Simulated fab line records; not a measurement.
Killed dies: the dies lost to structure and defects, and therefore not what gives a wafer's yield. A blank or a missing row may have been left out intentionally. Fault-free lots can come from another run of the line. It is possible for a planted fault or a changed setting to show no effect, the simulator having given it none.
Which tool was responsible? / flow n5_finfet / 36 wafers sampled from 12 lots at 1 step of a route of 1938

WHAT THE GAUGES SHOWED, per wafer
N5_ZERO_LAYER_INSPECT_20: inspects for defects (darkfield).
lot=L075; measured=day 1 19:38; on=defect_inspect-01; raw_defect_count=30 75 62
lot=L077; measured=day 2 07:15; on=defect_inspect-01; raw_defect_count=33 45 31
lot=L079; measured=day 2 19:24; on=defect_inspect-02; raw_defect_count=69 63 58
lot=L081; measured=day 3 07:26; on=defect_inspect-02; raw_defect_count=10 37 22
lot=L083; measured=day 3 19:23; on=defect_inspect-01; raw_defect_count=21 17 31
lot=L085; measured=day 4 07:16; on=defect_inspect-02; raw_defect_count=40 18 37
lot=L087; measured=day 4 19:16; on=defect_inspect-01; raw_defect_count=44 51 50
lot=L089; measured=day 5 07:23; on=defect_inspect-01; raw_defect_count=45 43 38
lot=L091; measured=day 5 19:23; on=defect_inspect-01; raw_defect_count=28 37 27
lot=L093; measured=day 6 07:23; on=defect_inspect-02; raw_defect_count=19 23 26
lot=L095; measured=day 6 19:47; on=defect_inspect-01; raw_defect_count=55 56 101
lot=L097; measured=day 7 07:41; on=defect_inspect-02; raw_defect_count=25 41 27

TOOL THAT RAN EACH LOT (tool first, then ch and the chambers of the sampled wafers, then the start)
Before these readings, the record contains no process step.

THE ANSWER, worked out from the rows above alone
Rule: usual is defined by the lots themselves. Put in order of their means at a reading, lots are off if they are a third of the lots or fewer, leave a main group of 4 or more, and stand apart from it by a gap of 3 or more times the standard deviation of the main group's means; of several such gaps the widest counts. The tables above print the reading to a certain number of digits; a main group whose means all agree to those digits is not used. A lot without any number at a reading at which 4 lots or more have one is off too. Any other lot the step has rows for is counted as sound.
Across all readings shown, no lot is off: no conclusion can be drawn from this.

WHAT THE SIMULATOR HAD PUT IN
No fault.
